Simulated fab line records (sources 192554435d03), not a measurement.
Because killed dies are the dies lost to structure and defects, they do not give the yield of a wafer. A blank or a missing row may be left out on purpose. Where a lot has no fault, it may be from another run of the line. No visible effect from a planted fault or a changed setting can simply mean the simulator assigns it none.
Matching of chambers -- flow n5_finfet -- N5_BEOL_M6_CURE_74 on uv_cure-01 has 3 sister chambers
The step cures SiCOH lowk, time 240 s. 6 wafers are shown with their chamber, then 10 later ones without.

EACH WAFER AND ITS CHAMBER
wafer,chamber,wafer_temp_C_max,lamp_power_pct (%)
L076.3,0,388.0,52.22
L076.4,0,387.5,52.27
L085.4,2,386.4,52.37
L085.6,2,386.4,52.28
L088.1,1,386.9,52.36
L088.2,1,386.3,52.33

WAFERS MISSING THEIR CHAMBER
wafer,wafer_temp_C_max,lamp_power_pct (%)
L088.4,386.6,52.38
L093.2,386.7,52.27
L093.3,386.7,52.32
L093.4,386.5,52.28
L092.4,386.7,52.30
L092.5,387.2,52.31
L092.6,387.1,52.34
L096.1,386.8,52.36
L096.5,387.2,52.33
L096.6,386.6,52.37

WHICH CHAMBER EACH WENT THROUGH
wafer,from the rows above,in truth
L088.4,can't be placed: 1 or 2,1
L093.2,can't be placed: 2 or 1 or 0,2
L093.3,can't be placed: 1 or 2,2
L093.4,can't be placed: 2 or 1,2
L092.4,can't be placed: 1 or 2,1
L092.5,can't be placed: 1 or 0 or 2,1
L092.6,can't be placed: 1 or 2 or 0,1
L096.1,can't be placed: 1 or 2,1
L096.5,can't be placed: 1 or 2 or 0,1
L096.6,can't be placed: 1 or 2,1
Placed correctly: 0 of 10. These rows do not allow placing 10 (true chamber among the candidates in 10). 0 placed wrongly.
How it was worked out, from the rows above alone: a wafer's distance from a chamber is the root of the sum, over the readings, of the square of ((its reading less the chamber's mean) divided by the reading's scatter). The wafer belongs to the nearest chamber; if the next one is less than 2 further off, it can't be placed. For every chamber, the mean is computed from those of its wafers that are shown. The scatter is the square root of a quotient: the sum, over the shown wafers, of each reading's squared deviation from its chamber's mean, divided by wafers minus chambers.
